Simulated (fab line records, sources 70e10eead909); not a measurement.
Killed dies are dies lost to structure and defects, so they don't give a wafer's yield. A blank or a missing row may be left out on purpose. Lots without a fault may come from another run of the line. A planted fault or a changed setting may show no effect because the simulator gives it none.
A struck lot beside a sound one | flow nand_harc | 28 steps out of a route of 1159
Sound: wafers L935.2, L935.4, L935.6. Struck: wafer L952.5. (L952.4, L952.6 of the same lot were not struck and are left out.) The cause comes at the end.
At each step with rows: each side's tool, then ch and its chambers, then its first start. Under that, the readings that differ: sound wafers | struck wafers | difference of the means | sigmas: that difference in standard deviations of wafers without a fault.
alike: readings whose means differ by less than 2 such deviations, and words and numbers that are the same on both sides. not compared: withheld readings, readings that some wafer has no value for, bounds like >300 that may hide the same value, and numbers for which the record gives no deviation and whose values overlap.
The two part at a step that has a row with sigmas, a row that says differs or no value, or rows on one side only. Numbers that don't overlap but have no deviation are shown without sigmas and don't part them. A reading that every wafer of one side lacks parts them only if that side has two wafers or more.

first, 8 steps without rows for these wafers: NHARC_A_ZERO_WELL_HMDS_03 (time 30 s); NHARC_A_ZERO_WELL_COAT_18 (time 65 s); NHARC_A_ZERO_WELL_COAT_04 (resist thk 600 nm); NHARC_A_ZERO_WELL_SOFTBAKE_05 (time 70 s); NHARC_A_ZERO_WELL_EBR_06; NHARC_A_ZERO_WELL_EXPOSE_07 (exposes mask A ZERO); NHARC_A_ZERO_WELL_PEB_08 (peb time 80 s); NHARC_A_ZERO_WELL_DEVELOP_09 (time 50 s).
NHARC_A_ZERO_WELL_CD_MEAS_10: target cd 2000 nm.
  sound on cd_sem-01 ch 0, day 7 06:58; struck on cd_sem-03 ch 0, day 11 00:07
  alike: cd_nm
then, 1 step without rows for these wafers: NHARC_A_ZERO_WELL_HARDBAKE_11 (time 65 s).
NHARC_A_ZERO_WELL_DESCUM_12: chemistry O2, time 3 s.
  sound on rie_diel-10 ch 0,1, day 7 07:07; struck on rie_diel-07 ch 0, day 11 00:17
  alike: chamber_pressure_mTorr, drypump_motor_current_A, oes_product_au, rf_vpp_V, showerhead_plenum_p_Torr, throttle_valve_pct
  not compared: rf_hours_counter_h
NHARC_A_ZERO_WELL_ETCH_19: etches the open film in N2/H2, target depth 80 nm, overetch 24 nm, time 87.88 s.
  sound on rie_diel-10 ch 0,3, day 7 07:12; struck on rie_diel-07 ch 1, day 11 00:23
  alike: chamber_pressure_mTorr, drypump_motor_current_A, oes_product_au, rf_fwd_power_W, rf_vpp_V, showerhead_plenum_p_Torr, throttle_valve_pct
  not compared: rf_hours_counter_h
NHARC_A_ZERO_WELL_ETCH_13: etches the open film in HBr/Cl2, target depth 120 nm, time 40.1 s.
  sound on rie_si-06 ch 1,3, day 7 07:19; struck on rie_si-06 ch 0, day 11 00:30
  alike: chamber_pressure_mTorr, drypump_motor_current_A, oes_product_au, rf_fwd_power_W, throttle_valve_pct
  not compared: rf_hours_counter_h
then, 4 steps without rows for these wafers: NHARC_A_ZERO_WELL_STRIP_14 (strips in SPM, time 900 s); NHARC_A_ZERO_WELL_IMPLANT_15; NHARC_A_ZERO_WELL_PRECLEAN_22 (cleans in SC1, time 60 s); NHARC_A_ZERO_WELL_SRD_23.
NHARC_A_ZERO_WELL_RTA_16: time 10 s.
  sound on rtp_anneal-01 ch 0, day 7 08:17; struck on rtp_anneal-01 ch 0, day 11 01:28
  alike: lamp_power_pct, lamp_zone_4_pct, wafer_temp_C_max
NHARC_A_ZERO_WELL_INSPECT_17:
  sound on defect_inspect-01, day 7 08:27; struck on defect_inspect-01, day 11 01:45
  reading          | sound    | struck | difference | sigmas
  raw_defect_count | 12 17 13 | 283    | +269       | +52
  not compared: hold
then, 2 steps without rows for these wafers: NHARC_A_SOURCE_PLATE_SRD_01; NHARC_A_SOURCE_PLATE_OXIDE_02 (material SiO2, target thk 10 nm, ox time 1362 s).
NHARC_A_SOURCE_PLATE_THK_MEAS_09: measures by ellipsometry.
  sound on film_metro-01, day 7 15:49; struck on film_metro-01, day 11 09:00
  alike: thk_nm
then, 3 steps without rows for these wafers: NHARC_A_SOURCE_PLATE_PVD_04 (deposits WSi2, target thk 50 nm); NHARC_A_SOURCE_PLATE_CVD_03 (deposits poly-Si, target thk 200 nm, time 4000 s); NHARC_A_SOURCE_PLATE_ANNEAL_05 (time 1800 s).
NHARC_A_SOURCE_PLATE_THK_MEAS_06: measures by ellipsometry.
  sound on film_metro-01, day 8 04:53; struck on film_metro-02, day 12 01:08
  reading     | sound             | struck | difference | sigmas
  thk_nm (nm) | 198.3 198.6 199.2 | 203.0  | +4.3       | +2
NHARC_A_SOURCE_PLATE_INSPECT_08:
  sound on defect_inspect-02, day 8 04:57; struck on defect_inspect-01, day 12 01:23
  reading          | sound    | struck | difference | sigmas
  raw_defect_count | 36 60 33 | 325    | +282       | +11
  not compared: hold
-- the record jumps here: 12 days lie between the struck wafers' starts before and after (it left off in module A_SOURCE_PLATE and takes up again in module END, whose first step shown is number 1159 of the route) --
NHARC_END_SORT_01:
  the record has rows for the struck wafers here (prober-01 ch 0, day 24 05:37) and none for the sound ones

WHERE THEY PART
First at NHARC_A_ZERO_WELL_INSPECT_17; last, within this record, at NHARC_END_SORT_01.

WHY: what the simulator had put in
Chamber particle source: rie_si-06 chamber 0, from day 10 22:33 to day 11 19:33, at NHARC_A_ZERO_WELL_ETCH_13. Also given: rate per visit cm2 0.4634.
